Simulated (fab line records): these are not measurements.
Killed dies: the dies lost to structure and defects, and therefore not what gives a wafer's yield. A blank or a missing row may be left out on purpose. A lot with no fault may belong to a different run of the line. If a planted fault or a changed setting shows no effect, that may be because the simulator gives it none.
Lot-split experiment | flow n5_finfet | on a route of 1938 steps: 7 lots, 39 wafers read

## THE SPLIT ITSELF
At N5_MOL_CONTACT_COAG_ALD_27 (deposits SiOC, target thk 17 nm, pulse time 1.5 s, time 2720 s), the setting ald_cycles was moved away from the recipe's 340 on 15 of the 39 wafers read, by -27.1% to +45.3%. All remaining wafers had this setting at the recipe value.

Reading taken at the split's own step.

## THE READING
SiOC_of_MOL_CONTACT_COAG_ALD_27.thk_nm (the simulator's own value, which no gauge read), in nm, at N5_MOL_CONTACT_COAG_ALD_27 (deposits SiOC, target thk 17 nm, pulse time 1.5 s, time 2720 s). The file gives no usual value for it. The 24 wafers here that ran the recipe average 17.0 nm, standard deviation 0.081 nm.

wafer  | tool, chamber at the split | ald_cycles as run | against the recipe | SiOC_of_MOL_CONTACT_COAG_ALD_27.thk_nm, nm | against lot-mates on the recipe
L074.1 | ald_sin-04, 0,1            | 340               | recipe             | 17                                         | -
L074.3 | ald_sin-04, 0,1            | 340               | recipe             | 17                                         | -
L074.4 | ald_sin-04, 2              | 340               | recipe             | 17.2                                       | -
L076.1 | ald_sin-04, 1,2            | 267               | -21.5%             | 13.4                                       | -3.7
L076.3 | ald_sin-04, 1,2            | 267               | -21.5%             | 13.4                                       | -3.7
L076.2 | ald_sin-04, 0,3            | 340               | recipe             | 17                                         | -
L076.4 | ald_sin-04, 0,3            | 340               | recipe             | 17                                         | -
L076.5 | ald_sin-04, 2              | 267               | -21.5%             | 13.6                                       | -3.5
L076.6 | ald_sin-04, 1              | 340               | recipe             | 17.2                                       | -
L090.1 | ald_sin-02, 2,0,1,0,1      | 340               | recipe             | 17                                         | -
L090.2 | ald_sin-02, 2,0,1,0,1      | 340               | recipe             | 17                                         | -
L090.3 | ald_sin-02, 2,0,1,0,1      | 340               | recipe             | 17                                         | -
L090.4 | ald_sin-02, 2,0,1,0,1      | 340               | recipe             | 17                                         | -
L090.5 | ald_sin-02, 2,0,1,0,1      | 340               | recipe             | 17                                         | -
L090.6 | ald_sin-02, 2              | 340               | recipe             | 17.2                                       | -
L092.1 | ald_sin-03, 2              | 494               | +45.3%             | 24.8                                       | +7.8
L092.2 | ald_sin-03, 3              | 494               | +45.3%             | 24.6                                       | +7.6
L092.5 | ald_sin-03, 3              | 494               | +45.3%             | 24.6                                       | +7.6
L092.3 | ald_sin-03, 1,0,0          | 340               | recipe             | 17                                         | -
L092.4 | ald_sin-03, 1,0,0          | 340               | recipe             | 17                                         | -
L092.6 | ald_sin-03, 1,0,0          | 340               | recipe             | 17                                         | -
L093.1 | ald_sin-04, 3              | 340               | recipe             | 17                                         | -
L093.2 | ald_sin-04, 1,2            | 340               | recipe             | 17.2                                       | -
L093.6 | ald_sin-04, 1,2            | 340               | recipe             | 17.2                                       | -
L093.3 | ald_sin-04, 0,3            | 409               | +20.3%             | 20.4                                       | +3.3
L093.5 | ald_sin-04, 0,3            | 409               | +20.3%             | 20.4                                       | +3.3
L093.4 | ald_sin-04, 2              | 409               | +20.3%             | 20.6                                       | +3.5
L096.1 | ald_sin-03, 1,3,2          | 340               | recipe             | 17                                         | -
L096.2 | ald_sin-03, 1,3,2          | 340               | recipe             | 17                                         | -
L096.6 | ald_sin-03, 1,3,2          | 340               | recipe             | 17                                         | -
L096.3 | ald_sin-03, 2,1            | 278               | -18.2%             | 14                                         | -3.0
L096.5 | ald_sin-03, 2,1            | 278               | -18.2%             | 14                                         | -3.0
L096.4 | ald_sin-03, 0              | 278               | -18.2%             | 13.8                                       | -3.2
L097.1 | ald_sin-03, 2,3            | 248               | -27.1%             | 12.4                                       | -4.6
L097.2 | ald_sin-03, 2,3            | 248               | -27.1%             | 12.4                                       | -4.6
L097.3 | ald_sin-03, 1,0,0          | 340               | recipe             | 17                                         | -
L097.4 | ald_sin-03, 1,0,0          | 340               | recipe             | 17                                         | -
L097.5 | ald_sin-03, 1,0,0          | 340               | recipe             | 17                                         | -
L097.6 | ald_sin-03, 1              | 248               | -27.1%             | 12.6                                       | -4.4
Where a row lists several chambers, the file gives one row for several wafers and doesn't say which wafer went through which chamber.

THE FIT
A straight line over all 39 wafers: SiOC_of_MOL_CONTACT_COAG_ALD_27.thk_nm changes by +0.168 nm for each +1% of ald_cycles; r = +1.00; the points scatter about the line by 0.09 nm.
The same after taking each lot's own level away (the mean of its wafers on the recipe; 39 wafers): +0.168 nm for each +1%; r = +1.00; scatter 0.086 nm.
Per that fit: largest ald_cycles move, reading shift of 7.6 nm.
The lots' own levels span 17.00 to 17.13 nm, that is 1.6 times the standard deviation above.
Consequently the slope shifts little with the lot-to-lot level, the two slopes agreeing.
Check: with one of the wafers moved furthest among these (+45.3%) left out of the fit, the line predicts +7.57 nm for it against its lot-mates. It came out at +7.8 nm against them.

## THE OTHER SPLITS THESE WAFERS WENT THROUGH
Note: prior to the reading, these wafers also went through further splits. Each is held against what the fit with the lots' levels taken away leaves over:
other split on the same wafers     | wafers away from the commonest value | r with SiOC_of_MOL_CONTACT_COAG_ALD_27.thk_nm (lot level and that fit taken away)
N5_SD_EPI_N_ETCH_45 target_depth_a | 9                                    | +0.30

## FILE'S OWN FIT
SiOC_of_MOL_CONTACT_COAG_ALD_27.thk_nm changes by +0.168 nm for each +1% of ald_cycles, r = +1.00.
